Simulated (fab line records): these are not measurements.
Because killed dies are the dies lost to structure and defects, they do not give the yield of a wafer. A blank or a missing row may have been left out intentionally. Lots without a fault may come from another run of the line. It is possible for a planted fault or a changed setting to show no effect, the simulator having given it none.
Which tool is to blame? | flow nandHarc | Sampling: 13 lots, 39 wafers, 5 of 1302 route steps

== WHAT THE GAUGES SHOWED, per wafer ==
NHARC_P_GATE_INSPECT_28.
lot  | measured     | on               | rawDefectCount
L142 | day 4 23:03  | defectInspect-02 | 8 6 5
L143 | day 5 11:02  | defectInspect-02 | 5 6 6
L146 | day 6 13:16  | defectInspect-02 | 6 5 6
L145 | day 6 13:56  | defectInspect-02 | 4 11 8
L147 | day 7 03:40  | defectInspect-02 | 7 5 5
L148 | day 7 10:19  | defectInspect-02 | 6 11 2
L149 | day 7 20:33  | defectInspect-02 | 7 6 6
L151 | day 8 11:55  | defectInspect-01 | 3 3 7
L150 | day 8 12:04  | defectInspect-01 | 4 1 1
L152 | day 9 00:10  | defectInspect-01 | 4 3 8
L153 | day 9 12:36  | defectInspect-01 | 6 7 4
L156 | day 11 03:57 | defectInspect-02 | 7 7 2
L165 | day 14 14:57 | defectInspect-01 | 2 4 4

NHARC_P_GATE_CD_MEAS_59 targets a cd of 720 nm.
lot  | measured     | on       | cdNm (nm)
L142 | day 5 13:07  | cdSem-01 | 719.2 719.7 720.7
L143 | day 6 00:49  | cdSem-01 | 719.4 719.9 720.0
L146 | day 7 02:51  | cdSem-01 | 719.5 719.8 717.9
L145 | day 7 03:22  | cdSem-01 | 718.9 717.4 719.2
L147 | day 7 19:12  | cdSem-03 | 720.8 720.3 719.1
L148 | day 7 23:53  | cdSem-03 | 723.6 722.8 721.7
L149 | day 8 09:59  | cdSem-02 | 720.1 722.3 721.9
L151 | day 9 01:19  | cdSem-03 | 719.3 718.8 718.4
L150 | day 9 01:44  | cdSem-02 | 720.8 721.9 722.2
L152 | day 9 13:46  | cdSem-02 | 720.6 722.0 719.1
L153 | day 10 02:07 | cdSem-03 | 717.7 717.4 718.0
L156 | day 11 17:33 | cdSem-02 | - - -
L165 | day 15 04:44 | cdSem-02 | 721.2 719.7 722.5

== WHAT TOOL EACH LOT RAN ON (gives the tool, then ch and the chambers of the sampled wafers, and finally the start) ==
lot  | NHARC_P_GATE_HM_OPEN_105                     | NHARC_P_GATE_STRIP_108            | NHARC_P_GATE_EXPOSE_56
L142 | rieDiel-03 ch 1,2, day 5 00:17 or earlier    | rieDiel-03 ch 0,1, day 5 00:17    | krfScanner-02 ch 0, day 5 12:58
L143 | rieDiel-12 ch 0,2, day 5 11:48 or earlier    | rieDiel-12 ch 2,3, day 5 11:48    | krfScanner-03 ch 0, day 6 00:40
L146 | rieDiel-12 ch 1,2,3, day 6 13:59 or earlier  | rieDiel-12 ch 0,1,3, day 6 13:59  | krfScanner-04 ch 0, day 7 02:43
L145 | rieDiel-03 ch 0,1,2, day 6 14:37 or earlier  | rieDiel-12 ch 0,1,2, day 6 14:37  | krfScanner-04 ch 0, day 7 03:13
L147 | rieDiel-07 ch 0,2,3, day 7 04:20 or earlier  | rieDiel-07 ch 1,2,3, day 7 04:20  | krfScanner-02 ch 0, day 7 19:03
L148 | rieDiel-07 ch 1,2,3, day 7 11:02 or earlier  | rieDiel-12 ch 1,2,3, day 7 11:02  | krfScanner-04 ch 0, day 7 23:44
L149 | rieDiel-07 ch 1,2,3, day 7 21:15 or earlier  | rieDiel-07 ch 1,3, day 7 21:15    | krfScanner-04 ch 0, day 8 09:50
L151 | rieDiel-03 ch 0,1,3, day 8 12:37 or earlier  | rieDiel-12 ch 1,2, day 8 12:37    | krfScanner-03 ch 0, day 9 01:10
L150 | rieDiel-07 ch 1,2,3, day 8 12:46 or earlier  | rieDiel-07 ch 0,1,2, day 8 12:46  | krfScanner-04 ch 0, day 9 01:35
L152 | rieDiel-07 ch 0,1,3, day 9 00:53 or earlier  | rieDiel-03 ch 0,2,3, day 9 00:53  | krfScanner-03 ch 0, day 9 13:37
L153 | rieDiel-07 ch 0,1,3, day 9 13:17 or earlier  | rieDiel-12 ch 0,2, day 9 13:17    | krfScanner-03 ch 0, day 10 01:58
L156 | rieDiel-07 ch 0,1,2, day 11 04:40 or earlier | rieDiel-03 ch 0,1,3, day 11 04:40 | krfScanner-03 ch 0, day 11 17:23
L165 | rieDiel-03 ch 1,2, day 14 15:44 or earlier   | rieDiel-12 ch 0,1,2, day 14 15:44 | krfScanner-03 ch 0, day 15 04:35
- NHARC_P_GATE_HM_OPEN_105: chemistry O2/COS, target depth 360 nm.
- NHARC_P_GATE_STRIP_108: strips in O2.
- NHARC_P_GATE_EXPOSE_56: exposes mask P PSD, target cd 720 nm.

== WHAT THE TOOLS THEMSELVES READ (means of the sampled wafers that have a number; where no wafer has one, the mark that the record gives instead) ==
NHARC_P_GATE_HM_OPEN_105.
lot  | tool       | drypumpMotorCurrentA (A) | o2FlowSccm (sccm) | oesProductAu (a.u.) | rfVppV (V) | showerheadPlenumPTorr (Torr) | throttleValvePct (%)
L142 | rieDiel-03 | 6.4                      | 399.6             | 1.007               | 466.6      | 3.07                         | 28.329
L143 | rieDiel-12 | 5.9                      | 399.6             | 1.012               | 469.9      | 3.23                         | 28.335
L146 | rieDiel-12 | 6.2                      | 399.9             | 0.994               | 469.2      | 3.20                         | 28.333
L145 | rieDiel-03 | 6.1                      | 400.5             | 1.001               | 466.4      | 3.06                         | 28.323
L147 | rieDiel-07 | 6.0                      | 399.2             | 0.994               | 469.4      | 3.21                         | 28.333
L148 | rieDiel-07 | 6.0                      | 399.7             | 1.003               | 469.7      | 3.22                         | 28.333
L149 | rieDiel-07 | 6.0                      | 400.3             | 1.002               | 469.7      | 3.22                         | 28.332
L151 | rieDiel-03 | 6.2                      | 398.9             | 1.009               | 466.2      | 3.05                         | 28.327
L150 | rieDiel-07 | 6.0                      | 400.3             | 0.998               | 469.2      | 3.22                         | 28.330
L152 | rieDiel-07 | 6.3                      | 401.4             | 0.996               | 469.1      | 3.25                         | 28.320
L153 | rieDiel-07 | 6.3                      | 398.9             | 1.008               | 469.9      | 3.25                         | 28.333
L156 | rieDiel-07 | 6.2                      | 399.3             | 1.003               | 469.8      | 3.26                         | 28.330
L165 | rieDiel-03 | 6.0                      | 398.8             | 1.002               | 464.4      | 3.01                         | 28.337

NHARC_P_GATE_STRIP_108.
lot  | tool       | drypumpMotorCurrentA (A) | o2FlowSccm (sccm) | oesProductAu (a.u.) | rfVppV (V) | showerheadPlenumPTorr (Torr) | throttleValvePct (%)
L142 | rieDiel-03 | 6.5                      | 499.8             | 0.998               | 58.3       | 3.52                         | 17.040
L143 | rieDiel-12 | 6.3                      | 500.5             | 1.008               | 57.9       | 3.66                         | 17.036
L146 | rieDiel-12 | 5.6                      | 498.3             | 1.003               | 57.6       | 3.54                         | 17.039
L145 | rieDiel-12 | 5.8                      | 499.9             | 1.013               | 57.7       | 3.61                         | 17.040
L147 | rieDiel-07 | 6.0                      | 499.6             | 1.005               | 57.5       | 3.64                         | 17.036
L148 | rieDiel-12 | 6.2                      | 500.8             | 0.995               | 59.2       | 3.62                         | 17.042
L149 | rieDiel-07 | 6.3                      | 498.9             | 0.999               | 58.6       | 3.68                         | 17.039
L151 | rieDiel-12 | 6.4                      | 499.8             | 0.999               | 57.9       | 3.69                         | 17.039
L150 | rieDiel-07 | 6.2                      | 499.8             | 1.009               | 59.2       | 3.68                         | 17.029
L152 | rieDiel-03 | 5.9                      | 499.8             | 0.999               | 57.5       | 3.39                         | 17.040
L153 | rieDiel-12 | 5.3                      | 499.8             | 1.003               | 57.2       | 3.58                         | 17.047
L156 | rieDiel-03 | 6.3                      | 501.8             | 0.999               | 57.2       | 3.45                         | 17.043
L165 | rieDiel-12 | 5.8                      | 499.6             | 1.004               | 58.4       | 3.60                         | 17.042

NHARC_P_GATE_EXPOSE_56.
lot  | tool          | exposureDoseMJCm2
L142 | krfScanner-02 | 14.808
L143 | krfScanner-03 | 14.824
L146 | krfScanner-04 | 14.797
L145 | krfScanner-04 | 14.810
L147 | krfScanner-02 | 14.816
L148 | krfScanner-04 | 14.823
L149 | krfScanner-04 | 14.822
L151 | krfScanner-03 | 14.795
L150 | krfScanner-04 | 14.812
L152 | krfScanner-03 | 14.809
L153 | krfScanner-03 | 14.818
L156 | krfScanner-03 | 14.824
L165 | krfScanner-03 | 14.832

== THE ANSWER, worked out from the rows above alone ==
Rule: the usual values come from the lots themselves. The widest of any qualifying gaps counts: lots, ordered by their means at a reading, are off when they make up no more than a third of the lots, leave a main group of 4 or more, and stand apart from it by 3 or more times the standard deviation of that group's means. If all means in a main group match to the digits the tables above print for the reading, that group is not used. Also off: a lot with no number at a reading for which 4 or more lots have one. The other lots that the step has rows for count as sound. First the gauges in route order, then the tools' own readings, where a lot's mean is used as printed above. The first step at which some lot is off is used, and at that step the reading that is off furthest; a lot without a number counts as furthest.
Off: L156 (NHARC_P_GATE_CD_MEAS_59, cdNm). Without a number there: L156. The main group: mean 720.1 nm, standard deviation 1.4.
If a tool, at a process step before that reading, ran all the lots that are off and no sound lot after the first of them, it fits. The gauges at NHARC_P_GATE_CD_MEAS_59 are tried like those tools. NHARC_P_GATE_HM_OPEN_105: start missing for some lots; hours and lot order therefore follow NHARC_P_GATE_STRIP_108. Can't be told from this: 2 tools fit, rieDiel-07 at NHARC_P_GATE_HM_OPEN_105, rieDiel-03 at NHARC_P_GATE_STRIP_108.

== WHAT THE SIMULATOR HAD PUT IN ==
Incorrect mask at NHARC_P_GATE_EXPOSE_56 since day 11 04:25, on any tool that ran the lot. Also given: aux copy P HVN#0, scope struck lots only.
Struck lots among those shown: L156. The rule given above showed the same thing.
